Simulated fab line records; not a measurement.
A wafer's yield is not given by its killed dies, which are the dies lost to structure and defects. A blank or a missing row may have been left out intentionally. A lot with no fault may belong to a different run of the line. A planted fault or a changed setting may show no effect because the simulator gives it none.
Matching of chambers / flow n5Finfet / N5_HKMG_FIN_CVD_62 on thermalCvdSi-01 has 3 sister chambers
The step deposits a-Si from Si2H6, target thk 3 nm, time 20.8 s. 3 wafers are shown with their chamber, then 12 later ones without.

## WAFERS WITH THEIR CHAMBER
wafer=L088.4; chamber=0; heaterPowerW (W)=1528
wafer=L088.5; chamber=2; heaterPowerW (W)=1357
wafer=L088.6; chamber=1; heaterPowerW (W)=1572

## WAFERS MISSING THEIR CHAMBER
wafer=L090.2; heaterPowerW (W)=1606
wafer=L090.3; heaterPowerW (W)=1378
wafer=L090.5; heaterPowerW (W)=1335
wafer=L092.2; heaterPowerW (W)=1583
wafer=L092.4; heaterPowerW (W)=1602
wafer=L092.5; heaterPowerW (W)=1519
wafer=L094.2; heaterPowerW (W)=1501
wafer=L094.3; heaterPowerW (W)=1616
wafer=L094.5; heaterPowerW (W)=1334
wafer=L096.1; heaterPowerW (W)=1520
wafer=L096.4; heaterPowerW (W)=1544
wafer=L096.6; heaterPowerW (W)=1635

## EACH ONE'S CHAMBER
wafer=L090.2; from the rows above=can't be placed: 1 or 0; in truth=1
wafer=L090.3; from the rows above=2; in truth=2
wafer=L090.5; from the rows above=2; in truth=2
wafer=L092.2; from the rows above=can't be placed: 1 or 0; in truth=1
wafer=L092.4; from the rows above=can't be placed: 1 or 0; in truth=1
wafer=L092.5; from the rows above=can't be placed: 0 or 1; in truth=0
wafer=L094.2; from the rows above=can't be placed: 0 or 1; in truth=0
wafer=L094.3; from the rows above=can't be placed: 1 or 0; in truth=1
wafer=L094.5; from the rows above=2; in truth=2
wafer=L096.1; from the rows above=can't be placed: 0 or 1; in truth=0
wafer=L096.4; from the rows above=can't be placed: 0 or 1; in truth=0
wafer=L096.6; from the rows above=can't be placed: 1 or 0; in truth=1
Correct placement for 3 of the 12. Can't be placed from these rows: 9 (the true chamber is among the candidates in 9). Placed wrongly: 0.
How it was worked out, from the rows above alone: a wafer's distance from a chamber is the root of the sum, over the readings, of the square of ((its reading less the chamber's mean) divided by the reading's scatter). The wafer belongs to the nearest chamber; if the next one is less than 2 further off, it can't be placed. Each chamber's mean is taken over the wafers shown for it. The scatter: with one shown wafer a chamber, the root of the mean of the squares of how far each hidden wafer lies from its nearest shown one.
